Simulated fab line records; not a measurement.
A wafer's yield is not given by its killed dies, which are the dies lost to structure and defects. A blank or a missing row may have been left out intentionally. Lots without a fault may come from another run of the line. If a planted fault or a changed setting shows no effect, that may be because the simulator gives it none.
Matching of chambers + flow nand-harc + NHARC_A_STAIRCASE_DESCUM_291 on rie-diel-11 has 4 sister chambers
The step chemistry O2, time 3 s. 4 wafers are shown with their chamber, then 11 later ones without.

WAFERS PAIRED WITH THEIR CHAMBERS
| wafer  | chamber | drypump-motor-current-A (A) |
|--------|---------|-----------------------------|
| L084.5 | 2       | 6.5                         |
| L088.1 | 3       | 6.0                         |
| L090.1 | 1       | 6.3                         |
| L089.2 | 0       | 5.4                         |

WAFERS MISSING THEIR CHAMBER
| wafer  | drypump-motor-current-A (A) |
|--------|-----------------------------|
| L089.5 | 5.4                         |
| L089.6 | 5.9                         |
| L093.3 | 6.0                         |
| L093.4 | 5.4                         |
| L093.5 | 5.9                         |
| L092.2 | 6.3                         |
| L092.4 | 5.9                         |
| L092.5 | 5.9                         |
| L096.1 | 5.4                         |
| L096.3 | 6.3                         |
| L096.4 | 6.4                         |

WHICH CHAMBER EACH WENT THROUGH
| wafer  | from the rows above     | in truth |
|--------|-------------------------|----------|
| L089.5 | 0                       | 0        |
| L089.6 | 3                       | 3        |
| L093.3 | 3                       | 3        |
| L093.4 | 0                       | 0        |
| L093.5 | 3                       | 3        |
| L092.2 | 1                       | 1        |
| L092.4 | 3                       | 3        |
| L092.5 | 3                       | 3        |
| L096.1 | 0                       | 0        |
| L096.3 | 1                       | 1        |
| L096.4 | can't be placed: 2 or 1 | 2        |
Correctly placed: 10 of 11. Can't be placed from these rows: 1 (the true chamber is among the candidates in 1). Wrongly placed: 0.
How it was worked out, from the rows above alone: a wafer's distance from a chamber is the root of the sum, over the readings, of the square of ((its reading less the chamber's mean) divided by the reading's scatter). The wafer belongs to the nearest chamber; if the next one is less than 2 further off, it can't be placed. A chamber's mean is the mean of its shown wafers. The scatter (one wafer shown for each chamber): square how far every hidden wafer sits from the nearest shown wafer, average those squares and take the square root.
